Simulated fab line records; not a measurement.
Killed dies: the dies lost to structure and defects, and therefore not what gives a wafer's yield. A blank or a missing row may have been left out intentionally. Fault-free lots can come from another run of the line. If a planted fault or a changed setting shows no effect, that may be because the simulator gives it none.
fab line records	flow nand_harc
record: lots: 14	wafers: 42	last_day: 34
route steps=1302 shown A_BONDPAD@1228 THIN_TSV@1246
lots with no fault: from the same line, run without faults
start_h: the number of hours between the record's first day and the start of the first shown wafer of the lot	wait_h: hours from the lot's prior step to this one	" identical to the entry in the row above	L1.1+2: a row that stands for several wafers	- no value present, or no start provided	* or withheld: withheld	< > ~ a bound
route shown NAME@n: NAME is a module with steps in the file, n the number in the route of the first one	usual: the fault-free wafers' mean and standard deviation	same: alike in all rows	chamber/n: place in a boat	sites: per-site readings	_std_site: their standard deviation	_edge_site: mean of outer sites minus mean of inner sites	radius_mm: how far each site lies from the wafer's centre	mask NAME#n: copy n	behind: the tool/chamber that last shaped the wafer	hold: reason for holding the lot/hours on hold/outcome of the hold	device: the n, p or np transistor that did not switch	end of line: tests run on the same wafers once the route is complete	for a step that has no rows: nothing shown but its recipe	killed: count of dies lost to structure and defects at first sort (not the wafer's yield)	map: shows each die of a wafer: x if killed, . if not, _ if none is there
set.NAME: setting as actually run; set.NAME@STEP: the setting as run at that earlier step	model.NAME: the simulator's own value behind a step, which no gauge read
a sample of lots followed through the steps of the route, with each step as a table and each wafer as a row
services: a tool's chamber out of use, with start hour (start_h, from the record's first day; less than 0 if before it), hours out, and reason
== steps ==
step: NHARC_A_BONDPAD_PVD_27
recipe: target_thk_a: 300	chamber_pressure_pa: 5	power_w: 5000	substrate_temp_c: 30	time_s: 20.49	material: Cu
usual: cathode_dc_power_W: 5000.1/0.89	chamber_pressure_pa: 5.000/0.01	throttle_valve_pct: 30.1/1.5
lot.wafer	tool	chamber	start_h	wait_h	cathode_dc_power_W	chamber_pressure_pa	throttle_valve_pct
L171.2	pvd_sputter-02	-	-	-	5000.4	5.005	27.4
L171.4	"	-	"	"	4999.4	5.007	30.9
L171.6	"	-	"	"	5001.5	5.016	27.4
L173.3	pvd_sputter-03	-	-	-	5000.7	5.003	29.2
L173.1	"	-	"	"	5001.8	4.995	29.0
L173.4	"	-	"	"	4998.5	4.989	31.4
L176.1	pvd_sputter-01	-	-	-	5000.5	5.010	27.8
L176.2	"	-	"	"	4999.3	5.000	28.4
L176.6	"	-	"	"	5000.2	5.004	27.7
L175.4	pvd_sputter-03	-	-	-	5000.5	4.993	31.9
L175.1	"	-	"	"	4999.7	5.004	29.6
L175.6	"	-	"	"	5000.2	5.001	31.1
L178.2	pvd_sputter-02	-	-	-	4998.5	5.015	27.3
L178.4	"	-	"	"	5000.3	5.002	31.0
L178.6	"	-	"	"	5000.1	5.017	27.3
L185.4	pvd_sputter-03	-	-	-	5000.3	5.009	29.5
L185.2	"	-	"	"	4999.0	4.983	29.3
L185.6	"	-	"	"	4998.8	5.020	32.0
L183.4	pvd_sputter-02	-	-	-	5000.2	5.001	32.8
L183.1	"	-	"	"	4999.1	4.988	31.4
L183.5	"	-	"	"	5001.1	5.009	32.7
L186.3	pvd_sputter-01	-	-	-	4998.8	4.984	28.1
L186.1	"	-	"	"	5001.2	4.999	28.7
L186.6	"	-	"	"	5000.8	5.002	30.3
L188.4	pvd_sputter-03	-	-	-	5000.4	5.017	29.7
L188.1	"	-	"	"	4998.4	5.004	29.4
L188.6	"	-	"	"	4999.2	5.002	29.7
L187.3	pvd_sputter-02	-	-	-	5000.0	5.011	32.4
L187.1	"	-	"	"	5001.7	5.002	31.4
L187.6	"	-	"	"	4999.2	4.994	27.6
L190.4	pvd_sputter-03	-	-	-	5000.3	5.007	29.4
L190.1	"	-	"	"	5000.6	5.004	30.2
L190.3	"	-	"	"	5000.8	4.996	29.5
L189.4	pvd_sputter-03	-	-	-	5000.1	4.984	30.0
L189.3	"	-	"	"	4998.9	5.004	29.6
L189.6	"	-	"	"	5000.6	5.001	33.2
L192.2	pvd_sputter-03	-	-	-	5000.0	5.013	29.6
L192.1	"	-	"	"	5000.0	5.006	29.3
L192.3	"	-	"	"	4999.4	4.982	30.4
L194.4	pvd_sputter-02	-	-	-	5000.3	4.993	31.2
L194.5	"	-	"	"	5000.6	5.027	31.0
L194.6	"	-	"	"	5000.7	4.991	27.6
step: NHARC_A_BONDPAD_ANNEAL_28
recipe: temp_c: 225	time_s: 90
usual: anneal_temp_c: 225.02/0.2	anneal_temp_c_max: 226.6/0.37	wafer_temp_C_max: 225.71/0.26
lot.wafer	tool	chamber	start_h	wait_h	anneal_temp_c	anneal_temp_c_max	wafer_temp_C_max
L171.2	rtp_anneal-01	0	552.94	0.3	224.90	226.8	225.92
L171.4	"	0	"	"	224.95	226.2	226.23
L171.6	"	0	"	"	224.78	226.5	225.88
L173.1	rtp_anneal-01	0	556.68	-	225.24	226.8	226.17
L173.3	"	0	"	"	225.12	226.9	225.67
L173.4	"	0	"	"	225.32	226.5	225.98
L176.1	rtp_anneal-02	0	572.38	0.3	225.36	227.0	225.74
L176.2	"	0	"	"	225.27	227.0	225.57
L176.6	"	0	"	"	225.40	227.0	225.61
L175.1	rtp_anneal-02	0	573.34	-	225.20	226.6	225.79
L175.4	"	0	"	"	224.95	226.6	225.35
L175.6	"	0	"	"	225.06	228.2	225.60
L178.2	rtp_anneal-01	0	604.62	0.3	225.13	226.5	225.96
L178.4	"	0	"	"	224.83	226.3	225.63
L178.6	"	0	"	"	225.10	226.8	225.89
L185.2	rtp_anneal-01	0	673.97	-	224.85	226.0	225.78
L185.4	"	0	"	"	225.32	227.0	225.56
L185.6	"	0	"	"	225.02	226.3	225.65
L183.1	rtp_anneal-01	0	677.12	-	224.73	225.9	225.97
L183.4	"	0	"	"	224.98	226.6	225.76
L183.5	"	0	"	"	225.06	226.7	225.75
L186.1	rtp_anneal-02	0	684.49	0.3	224.96	226.6	225.30
L186.3	"	0	"	"	225.02	226.6	225.33
L186.6	"	0	"	"	224.90	226.9	225.67
L188.1	rtp_anneal-02	0	692.69	-	225.30	226.9	225.74
L188.4	"	0	"	"	225.27	227.0	225.75
L188.6	"	0	"	"	225.27	227.4	225.82
L187.1	rtp_anneal-02	0	697.94	-	225.25	226.7	225.56
L187.3	"	0	"	"	225.04	226.9	225.32
L187.6	"	0	"	"	225.17	226.5	225.43
L190.1	rtp_anneal-01	0	725.43	-	224.93	226.5	226.03
L190.3	"	0	"	"	225.19	227.4	225.99
L190.4	"	0	"	"	225.12	226.5	225.75
L189.3	rtp_anneal-01	0	727.50	-	224.95	226.3	226.05
L189.4	"	0	"	"	224.99	226.5	225.85
L189.6	"	0	"	"	225.00	226.9	226.03
L192.1	rtp_anneal-01	0	765.04	-	225.09	226.3	225.79
L192.2	"	0	"	"	224.92	226.2	226.11
L192.3	"	0	"	"	224.75	226.0	225.64
L194.4	rtp_anneal-02	0	784.02	0.4	225.12	227.0	225.68
L194.5	"	0	"	"	224.69	226.5	225.37
L194.6	"	0	"	"	224.79	226.4	225.58
step: NHARC_THIN_TSV_THK_MEAS_02
recipe: thk_meas_gauge: ir
usual: thk_nm: 3005/220
lot.wafer	tool	chamber	start_h	wait_h	thk_nm
L171.2	film_metro-01	-	564.73	0.2	2818
L171.4	"	-	"	"	3107
L171.6	"	-	"	"	3377
L173.1	film_metro-02	-	569.15	-	3167
L173.3	"	-	"	"	3020
L173.4	"	-	"	"	3164
L175.1	film_metro-01	-	587.13	-	2892
L175.4	"	-	"	"	3048
L175.6	"	-	"	"	2910
L176.1	film_metro-02	-	588.33	0.2	3031
L176.2	"	-	"	"	2930
L176.6	"	-	"	"	3037
L178.2	film_metro-01	-	616.59	0.2	2969
L178.4	"	-	"	"	2812
L178.6	"	-	"	"	3000
L185.2	film_metro-02	-	690.22	0.2	2620
L185.4	"	-	"	"	2864
L185.6	"	-	"	"	2439
L183.1	film_metro-02	-	691.40	-	3187
L183.4	"	-	"	"	3367
L183.5	"	-	"	"	2781
L186.1	film_metro-01	-	696.90	0.2	2750
L186.3	"	-	"	"	2995
L186.6	"	-	"	"	3172
L188.1	film_metro-01	-	706.17	0.2	2904
L188.4	"	-	"	"	3264
L188.6	"	-	"	"	2869
L187.1	film_metro-01	-	711.51	0.2	2868
L187.3	"	-	"	"	2458
L187.6	"	-	"	"	2730
L190.1	film_metro-01	-	737.24	0.2	3012
L190.3	"	-	"	"	3386
L190.4	"	-	"	"	3002
L189.3	film_metro-01	-	746.43	-	3331
L189.4	"	-	"	"	3276
L189.6	"	-	"	"	3157
L192.1	film_metro-01	-	777.05	-	2945
L192.2	"	-	"	"	3267
L192.3	"	-	"	"	3043
L194.4	film_metro-02	-	796.16	-	2666
L194.5	"	-	"	"	2821
L194.6	"	-	"	"	2913
step: NHARC_THIN_TSV_PVD_51
recipe: target_thk_a: 1000	chamber_pressure_pa: 5	material: Cu
usual: chamber_pressure_pa: 5.000/0.011	throttle_valve_pct: 30.1/1.5
lot.wafer	tool	chamber	start_h	wait_h	chamber_pressure_pa	throttle_valve_pct
L171.2	pvd_sputter-01	-	568.85	-	4.992	29.2
L171.4	"	-	"	"	4.985	28.3
L171.6	"	-	"	"	4.998	29.4
L173.3	pvd_sputter-03	-	573.27	-	4.992	29.3
L173.1	"	-	"	"	5.007	31.3
L173.4	"	-	"	"	5.003	31.7
L175.4	pvd_sputter-02	-	591.21	-	4.997	30.8
L175.1	"	-	"	"	4.987	27.2
L175.6	"	-	"	"	5.002	30.8
L176.2	pvd_sputter-02	-	592.44	-	4.961	30.9
L176.1	"	-	"	"	4.977	31.4
L176.6	"	-	"	"	5.004	30.9
L178.2	pvd_sputter-02	-	620.69	-	4.997	30.9
L178.4	"	-	"	"	5.015	31.3
L178.6	"	-	"	"	5.004	31.1
L185.2	pvd_sputter-02	-	694.31	-	-	-
L185.4	"	-	"	"	-	-
L185.6	"	-	"	"	-	-
L183.1	pvd_sputter-01	-	695.48	-	-	-
L183.4	"	-	"	"	-	-
L183.5	"	-	"	"	-	-
L186.3	pvd_sputter-02	-	701.34	-	5.011	32.5
L186.1	"	-	"	"	4.989	31.3
L186.6	"	-	"	"	5.022	32.2
L188.1	pvd_sputter-01	-	710.30	-	4.997	29.1
L188.4	"	-	"	"	4.998	28.3
L188.6	"	-	"	"	5.004	29.2
L187.1	pvd_sputter-03	-	715.91	-	5.014	33.1
L187.3	"	-	"	"	5.014	29.5
L187.6	"	-	"	"	5.001	29.4
L190.4	pvd_sputter-02	-	741.39	-	5.004	32.7
L190.3	"	-	"	"	5.008	30.7
L190.1	"	-	"	"	5.003	27.3
L189.3	pvd_sputter-01	-	750.41	-	4.995	29.3
L189.4	"	-	"	"	5.000	28.1
L189.6	"	-	"	"	4.997	29.0
L192.1	pvd_sputter-02	-	781.24	-	4.979	30.8
L192.3	"	-	"	"	5.007	27.8
L192.2	"	-	"	"	5.002	32.6
L194.4	pvd_sputter-01	-	800.17	-	5.014	28.2
L194.6	"	-	"	"	4.997	30.5
L194.5	"	-	"	"	4.984	27.8
== services ==
tool	chamber	start_h	hours	kind
pvd_sputter-03	-	566.62	3.5	repair
pvd_sputter-01	-	603.91	10.0	pm
pvd_sputter-02	-	638.69	10.0	pm
pvd_sputter-03	-	639.22	3.3	repair
pvd_sputter-01	-	662.93	1.2	repair
pvd_sputter-03	-	704.05	10.0	pm
pvd_sputter-01	-	715.57	3.1	repair
rtp_anneal-02	-	744.00	12.0	pm
pvd_sputter-01	-	781.91	10.0	pm
== key ==
first_sign: step: NHARC_THIN_TSV_PVD_51	reading: tool_record	direction: missing
effect none on later readings
met_at NHARC_THIN_TSV_PVD_51
struck_lots L183,L185
later_rows_left_out L183.1,L183.4,L183.5,L185.2,L185.4,L185.6
sort_left_out L183.1,L183.4,L183.5,L185.2,L185.4,L185.6
not_acting_at NHARC_A_BONDPAD_PVD_27,NHARC_A_BONDPAD_ANNEAL_28,NHARC_THIN_TSV_THK_MEAS_02
onset_between 620.69 694.31
fault: kind: skipped_step_whole	tool: pvd_sputter-01,pvd_sputter-02	chamber: -	onset_h: 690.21	steps: NHARC_THIN_TSV_PVD_51	scope: struck_lots_only
sort_left_out: the simulated sort isn't trusted on such a fault, so these wafers' sort isn't shown, and their yield isn't known
later_rows_left_out: the simulator's readings of these wafers behind a module that went badly wrong aren't trusted and aren't shown, but for the sort
